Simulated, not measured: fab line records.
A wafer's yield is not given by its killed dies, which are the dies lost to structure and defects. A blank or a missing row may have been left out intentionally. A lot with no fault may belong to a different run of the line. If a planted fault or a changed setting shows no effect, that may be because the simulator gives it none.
Split-lot study + flow n5-finfet + route with 1938 steps; 7 lots, 21 wafers read

== ABOUT THE SPLIT ==
At N5_MOL_CONTACT_COAG_ETCH_110 (etches Si in CF4/O2, target depth 2.5 nm, time 8 s), the setting bias-w was moved away from the recipe's 12 W on 9 of the 21 wafers read, by -11.6% to +16.6%. This setting was run at the recipe's value on the other wafers.

The split's own step is where the reading is taken.

== THE READING ==
rf-vpp-V, in V, at N5_MOL_CONTACT_COAG_ETCH_110 (etches Si in CF4/O2, target depth 2.5 nm, time 8 s). Fault-free wafers of this fab line usually give 127.4 V, standard deviation 2.8 V.

| wafer  | tool, chamber at the split | bias-w as run, W | against the recipe | rf-vpp-V, V | against lot-mates on the recipe |
|--------|----------------------------|------------------|--------------------|-------------|---------------------------------|
| L074.1 | rie-diel-02, 2             | 12               | recipe             | 127.1       | -                               |
| L074.5 | rie-diel-02, 1             | 12               | recipe             | 132.1       | -                               |
| L074.6 | rie-diel-02, 0             | 12               | recipe             | 127.4       | -                               |
| L076.1 | rie-diel-02, 0             | 13.33            | +11.1%             | 139.2       | +14.1                           |
| L076.5 | rie-diel-02, 3             | 12               | recipe             | 122.4       | -                               |
| L076.6 | rie-diel-02, 2             | 12               | recipe             | 127.8       | -                               |
| L084.1 | rie-diel-05, 3             | 12               | recipe             | 131.7       | -                               |
| L084.3 | rie-diel-05, 2             | 12               | recipe             | 126.1       | -                               |
| L084.6 | rie-diel-05, 2             | 12               | recipe             | 126.2       | -                               |
| L085.1 | rie-diel-04, 3             | 12               | recipe             | 125.8       | -                               |
| L085.5 | rie-diel-04, 0             | 12               | recipe             | 128.0       | -                               |
| L085.6 | rie-diel-04, 2             | 13.79            | +14.9%             | 139.7       | +12.8                           |
| L087.1 | rie-diel-05, 2             | 13.95            | +16.2%             | 140.7       | no lot-mate on the recipe       |
| L087.2 | rie-diel-05, 0             | 13.95            | +16.2%             | 145.4       | no lot-mate on the recipe       |
| L087.3 | rie-diel-05, 3             | 13.95            | +16.2%             | 149.5       | no lot-mate on the recipe       |
| L089.4 | rie-diel-04, 2             | 10.61            | -11.6%             | 111.1       | -16.9                           |
| L089.5 | rie-diel-04, 0             | 10.61            | -11.6%             | 116.1       | -11.9                           |
| L089.6 | rie-diel-04, 3             | 12               | recipe             | 128.0       | -                               |
| L094.2 | rie-diel-02, 0             | 12               | recipe             | 128.0       | -                               |
| L094.5 | rie-diel-02, 0             | 13.99            | +16.6%             | 145.5       | +17.5                           |
| L094.6 | rie-diel-02, 3             | 13.99            | +16.6%             | 141.3       | +13.3                           |

THE FIT
A straight line over all 21 wafers: rf-vpp-V changes by +1.05 V for each +1% of bias-w; r = +0.96; the points scatter about the line by 2.8 V.
The same after taking each lot's own level away (the mean of its wafers on the recipe; 18 wafers): +1.04 V for each +1%; r = +0.96; scatter 2.5 V.
According to that fit, moving bias-w by its largest amount changes the reading by 17 V.
Measured against the standard deviation above, the lots' own levels, which go from 125.10 to 128.87 V, span 1.3 times it.
Hence the lot-to-lot level has little effect on the slope; both slopes agree.
Check: with one of the wafers moved furthest among these (+16.6%) left out of the fit, the line predicts +16.5 V for it against its lot-mates. Against them it came out at +17.5 V.
Tool readings at the split's step, against how far the setting was moved: rf-vpp-V r = +0.96.

== OTHER SPLITS ON THESE WAFERS ==
Note: prior to the reading, these wafers also went through further splits. Each is held against what the fit with the lots' levels taken away leaves over:
| other split on the same wafers | wafers away from the commonest value | r with rf-vpp-V (lot level and that fit taken away) |
|--------------------------------|--------------------------------------|-----------------------------------------------------|
| N5_GATE_CUT_DESCUM_18 time-s   | 5                                    | +0.35                                               |

== THE WHOLE CHAIN: every reading that the file lists as answering this split, in the file's order ==
| step                         | what it does                                       | reading                                                        | change (the file's fit)                | r (the file's) |
|------------------------------|----------------------------------------------------|----------------------------------------------------------------|----------------------------------------|----------------|
| N5_MOL_CONTACT_COAG_ETCH_110 | etches Si in CF4/O2, target depth 2.5 nm, time 8 s | rf-vpp-V                                                       | +1.02 V for each +1% of the setting    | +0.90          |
| N5_MOL_CONTACT_COAG_ETCH_110 | etches Si in CF4/O2, target depth 2.5 nm, time 8 s | etch.depth-nm (the simulator's own value, which no gauge read) | +0.0108 nm for each +1% of the setting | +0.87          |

== FILE'S OWN FIT ==
rf-vpp-V changes by +1.02 V for each +1% of bias-w, r = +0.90.
